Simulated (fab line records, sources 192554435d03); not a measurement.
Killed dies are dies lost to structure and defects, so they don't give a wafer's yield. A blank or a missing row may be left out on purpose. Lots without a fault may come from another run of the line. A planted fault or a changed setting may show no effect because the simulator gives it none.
Split-lot experiment | flow n5_finfet | 7 lots, 21 wafers read, on a route of 1938 steps

THE SPLIT
At N5_BEOL_M6_ILD_DEP_00 (deposits SiCOH lowk from DEMS/porogen, target thk 179.75 nm, time 33.4 s), the setting time_s was moved away from the recipe's 33.4 s on 7 of the 21 wafers read, by -7.6% to +8.6%. The other wafers ran this setting at the recipe's value.

FROM THE SPLIT TO THE READING: what the file shows between them, 1 step
- N5_BEOL_M6_CURE_74: cures SiCOH lowk, time 240 s

THE READING
M6_ILD_THK, in nm, at N5_BEOL_M6_THK_MEAS_01. Fault-free wafers of this fab line usually give 155.8 nm, standard deviation 2.4 nm.

wafer  | tool, chamber at the split | time_s as run, s | against the recipe | M6_ILD_THK, nm | against lot-mates on the recipe
L081.2 | pecvd-02, 1                | 33.4             | recipe             | 153.8          | -
L081.3 | pecvd-02, 2                | 31.93            | -4.4%              | 147.3          | -6.5
L081.6 | pecvd-02, 1                | 31.93            | -4.4%              | 148.8          | -5.0
L082.2 | pecvd-01, 0                | 33.4             | recipe             | 154.4          | -
L082.3 | pecvd-01, 1                | 34.71            | +3.9%              | 161.4          | +6.3
L082.5 | pecvd-01, 1                | 33.4             | recipe             | 155.8          | -
L088.1 | pecvd-02, 2                | 31.06            | -7.0%              | 141.7          | -16.1
L088.4 | pecvd-02, 0                | 33.4             | recipe             | 157.8          | -
L088.5 | pecvd-02, 1                | 31.06            | -7.0%              | 146.9          | -10.9
L087.1 | pecvd-01, 2                | 33.4             | recipe             | 151.7          | -
L087.3 | pecvd-01, 1                | 33.4             | recipe             | 153.1          | -
L087.5 | pecvd-01, 1                | 33.4             | recipe             | 154.9          | -
L089.3 | pecvd-02, 2                | 36.27            | +8.6%              | 167.0          | +13.2
L089.4 | pecvd-02, 2                | 33.4             | recipe             | 153.1          | -
L089.5 | pecvd-02, 1                | 33.4             | recipe             | 154.6          | -
L092.2 | pecvd-02, 0                | 30.86            | -7.6%              | 144.0          | -11.5
L092.5 | pecvd-02, 0                | 33.4             | recipe             | 158.1          | -
L092.6 | pecvd-02, 1                | 33.4             | recipe             | 152.9          | -
L096.3 | pecvd-03, 1                | 33.4             | recipe             | 159.6          | -
L096.4 | pecvd-03, 2                | 33.4             | recipe             | 158.9          | -
L096.5 | pecvd-03, 2                | 33.4             | recipe             | 158.8          | -

THE FIT
A straight line over all 21 wafers: M6_ILD_THK changes by +1.51 nm for each +1% of time_s; r = +0.92; the points scatter about the line by 2.4 nm.
The same after taking each lot's own level away (the mean of its wafers on the recipe; 21 wafers): +1.63 nm for each +1%; r = +0.97; scatter 1.6 nm.
On that fit, the largest move of time_s shifts the reading by 14 nm.
The lots' own levels span 153.23 to 159.10 nm, that is 2.4 times the standard deviation above.
So the lot-to-lot level changes the slope little: the two slopes agree.
Check: with one of the wafers moved furthest among these (+8.6%) left out of the fit, the line predicts +14.5 nm for it against its lot-mates. It came out at +13.2 nm against them.

OTHER SPLITS ON THESE WAFERS
These wafers also went through other splits before the reading. Each is held against what the fit with the lots' levels taken away leaves over:
other split on the same wafers | wafers away from the commonest value | r with M6_ILD_THK (lot level and that fit taken away)
N5_BEOL_M4_COAT_05 spin_rpm    | 11                                   | -0.25
N5_BEOL_M4_ETCH_64 bias_w      | 5                                    | -0.34
N5_BEOL_M5_COAT_71 spin_rpm    | 7                                    | +0.06

THE WHOLE CHAIN: every reading that the file lists as answering this split, in the file's order
step                   | what it does                                                             | reading                                                                                  | change (the file's fit)              | r (the file's)
N5_BEOL_M6_ILD_DEP_00  | deposits SiCOH lowk from DEMS/porogen, target thk 179.75 nm, time 33.4 s | SiCOH_lowk_of_BEOL_M6_ILD_DEP_00.thk_nm (the simulator's own value, which no gauge read) | +1.84 nm for each +1% of the setting | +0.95
N5_BEOL_M6_CURE_74     | cures SiCOH lowk, time 240 s                                             | SiCOH_lowk_of_BEOL_M6_ILD_DEP_00.thk_nm (the simulator's own value, which no gauge read) | +1.6 nm for each +1% of the setting  | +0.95
N5_BEOL_M6_THK_MEAS_01 |                                                                          | M6_ILD_THK                                                                               | +1.6 for each +1% of the setting     | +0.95

THE FILE'S OWN FIT
M6_ILD_THK changes by +1.6 nm for each +1% of time_s, r = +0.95.
